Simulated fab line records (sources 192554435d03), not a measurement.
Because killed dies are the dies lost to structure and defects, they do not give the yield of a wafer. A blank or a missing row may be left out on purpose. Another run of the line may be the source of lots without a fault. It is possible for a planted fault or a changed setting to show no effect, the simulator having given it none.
Struck lot and sound lot, side by side / flow n5-finfet / 36 steps out of a route of 1938
Sound: the wafers L352.1, L352.2, L352.3. Wafers L351.3, L351.5, L351.6 were the ones struck. The cause is given at the end.
Order at every step that has rows: each side's tool, ch and its chambers, its first start. Under that, the readings that differ: sound wafers / struck wafers / difference of the means / sigmas: that difference in standard deviations of wafers without a fault.
alike: a reading whose means differ by less than 2 such deviations, as well as words and numbers matching on both sides. not compared: withheld readings; readings where some wafer has no value; bounds like >300 that might hide an equal value; numbers whose values overlap and for which the record gives no deviation.
A row with sigmas, a row that says differs or no value, or rows on one side alone: a step with any of these is where the two part. Numbers that don't overlap but have no deviation are shown without sigmas and don't part them. A reading that every wafer of one side lacks parts them only if that side has two wafers or more.

first, 9 steps without rows for these wafers: N5_BEOL_M4_ANNEAL_95 (time 240 s); N5_BEOL_M4_SPUTTER_96 (material Cu, target thk 4.5 nm, time 8.29 s); N5_BEOL_M4_ECD_50 (material Cu, target thk 300 nm); N5_BEOL_M4_ANNEAL_51 (time 90 s); N5_BEOL_M4_CMP_52 (polishes, stops on SiOC, t overpolish 6.8 s, target thk 40 nm); N5_BEOL_M4_PRE_CLEAN_60 (time 15 s); N5_BEOL_M4_CO_CAP_55 (material Co, precursor CCTBA/H2, target thk 2 nm, time 102.1 s); N5_BEOL_M4_PRE_CLEAN_56 (time 15 s); N5_BEOL_M4_DEP_57 (deposits SiCN from 3MS/NH3, target thk 8 nm, time 14 s).
N5_BEOL_M4_RC_MEAS_101:
  sound on prober-01 ch 0, day 13 23:52; struck on prober-02 ch 0, day 13 07:31
  alike: DIBL_N, DIBL_P, IOFF_N, IOFF_P, ION_N, ION_P, SS_N, SS_P, VT_N, VT_P
then, 24 steps without rows for these wafers: N5_BEOL_M5_ILD_DEP_00 (deposits SiCOH lowk from DEMS/porogen, target thk 140.64 nm, time 25.9 s); N5_BEOL_M5_CURE_79 (cures SiCOH lowk, time 240 s); N5_BEOL_M5_PECVD_70 (deposits SiO2 from TEOS/O2, target thk 16 nm, time 18 s); N5_BEOL_M5_HM_DEP_02 (deposits TiN, target thk 20 nm); N5_BEOL_M5_COAT_59 (time 60 s, resist thk 60 nm); N5_BEOL_M5_COAT_60 (time 60 s, resist thk 12 nm); N5_BEOL_M5_COAT_71 (time 60 s, resist thk 5 nm); N5_BEOL_M5_COAT_05 (resist thk 30 nm); N5_BEOL_M5_EBR_07; N5_BEOL_M5_SOFTBAKE_06 (time 60 s); N5_BEOL_M5_EXPOSE_08 (exposes mask M5, target cd 28 nm); N5_BEOL_M5_PEB_09 (peb time 60 s); N5_BEOL_M5_DEVELOP_10 (develop time 30 s); N5_BEOL_M5_DESCUM_16 (chemistry O2, time 7 s); N5_BEOL_M5_ETCH_72 (etches underlayer in N2/H2, target depth 6.5 nm, time 5.2 s); N5_BEOL_M5_ETCH_61 (etches SiARC in CF4, target depth 15.6 nm, time 26 s); N5_BEOL_M5_ETCH_62 (etches SOC in N2/H2, target depth 75 nm, overetch 15 nm, time 112.5 s); N5_BEOL_M5_STRIP_63 (strips in N2/H2); N5_BEOL_M5_STRIP_73 (strips in N2/H2); N5_BEOL_M5_STRIP_64 (strips in CF4); N5_BEOL_M5_HM_OPEN_17 (chemistry Cl2/BCl3, target TiN, target depth 20 nm, overetch 6 nm); N5_BEOL_M5_STRIP_19 (strips in O2); N5_BEOL_M5_COAT_65 (time 60 s, resist thk 60 nm); N5_BEOL_M5_COAT_66 (time 60 s, resist thk 12 nm).
N5_BEOL_M7_DEP_56: deposits SiCN from 3MS/NH3, target thk 10 nm, time 17.5 s.
  sound on pecvd-03 ch 0,1,2, day 15 05:32; struck on pecvd-04 ch 0,2, day 14 12:58
  no value came back on the struck wafers for chamber-pressure-Torr (Torr), rf-fwd-power-W (W), showerhead-plenum-p-Torr (Torr), throttle-valve-pct (%); on the sound wafers chamber-pressure-Torr (Torr) reads 3.004 2.985 2.997
-- record jumps: 3 days separate the struck wafers' starts on either side; left off in module BEOL_M7, taken up again in module PASSIVATION, whose first shown step is the route's number 1936 --
N5_PASSIVATION_PROBE_49:
  the record has rows for the struck wafers here (prober-02, day 17 11:53) and none for the sound ones

== WHERE THEY PART ==
Last at N5_PASSIVATION_PROBE_49 as far as this record goes, first at N5_BEOL_M7_DEP_56.

WHY: the cause the simulator had injected
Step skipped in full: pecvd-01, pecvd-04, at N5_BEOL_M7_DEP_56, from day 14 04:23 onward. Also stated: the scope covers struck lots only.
